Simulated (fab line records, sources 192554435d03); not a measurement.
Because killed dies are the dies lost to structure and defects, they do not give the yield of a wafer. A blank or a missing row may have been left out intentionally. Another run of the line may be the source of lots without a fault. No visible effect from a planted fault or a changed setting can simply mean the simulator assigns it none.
Chamber matching | flow n5 finfet | N5_BEOL_M0_SAQP_ILD_DEP_01 on pecvd-01: 3 sister chambers
The step deposits SiOC from DEMS/O2, target thk 45.419 nm, time 8.7 s. 6 wafers are shown with their chamber, then 11 later ones without.

== WAFERS WITH THEIR CHAMBER ==
wafer  | chamber | showerhead plenum p Torr (Torr) | throttle valve pct (%)
L084.3 | 2       | 5.668                           | 11.8
L084.4 | 1       | 5.678                           | 11.6
L086.4 | 2       | 5.677                           | 11.7
L086.5 | 1       | 5.679                           | 11.2
L086.6 | 0       | 5.686                           | 12.2
L087.2 | 0       | 5.690                           | 12.0

== WAFERS WHOSE CHAMBER IS MISSING ==
wafer  | showerhead plenum p Torr (Torr) | throttle valve pct (%)
L087.3 | 5.677                           | 11.5
L087.5 | 5.682                           | 11.6
L088.2 | 5.722                           | 11.6
L088.4 | 5.712                           | 11.9
L088.6 | 5.672                           | 11.4
L093.1 | 5.710                           | 11.7
L093.2 | 5.672                           | 11.6
L093.5 | 5.706                           | 12.0
L096.2 | 5.680                           | 12.2
L096.3 | 5.661                           | 11.7
L096.6 | 5.661                           | 11.9

== EACH ONE'S CHAMBER ==
wafer  | from the rows above          | in truth
L087.3 | can't be placed: 1 or 2      | 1
L087.5 | can't be placed: 1 or 2 or 0 | 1
L088.2 | can't be placed: 0 or 1      | 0
L088.4 | 0                            | 0
L088.6 | can't be placed: 1 or 2      | 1
L093.1 | 0                            | 0
L093.2 | can't be placed: 2 or 1      | 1
L093.5 | 0                            | 0
L096.2 | can't be placed: 0 or 2      | 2
L096.3 | can't be placed: 2 or 1      | 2
L096.6 | 2                            | 2
Placed correctly: 4 of 11. From these rows, 7 cannot be placed; in 7 the true chamber is one of the candidates. 0 placed wrongly.
How it was worked out, from the rows above alone: a wafer's distance from a chamber is the root of the sum, over the readings, of the square of ((its reading less the chamber's mean) divided by the reading's scatter). If the next closest chamber is less than 2 further off than the closest, the wafer can't be placed; otherwise it belongs to the closest. The mean given for a chamber averages the wafers shown for that chamber. The scatter: take each reading less its chamber's mean, square it, sum over the shown wafers, divide by the number of wafers less the number of chambers, and take the root.
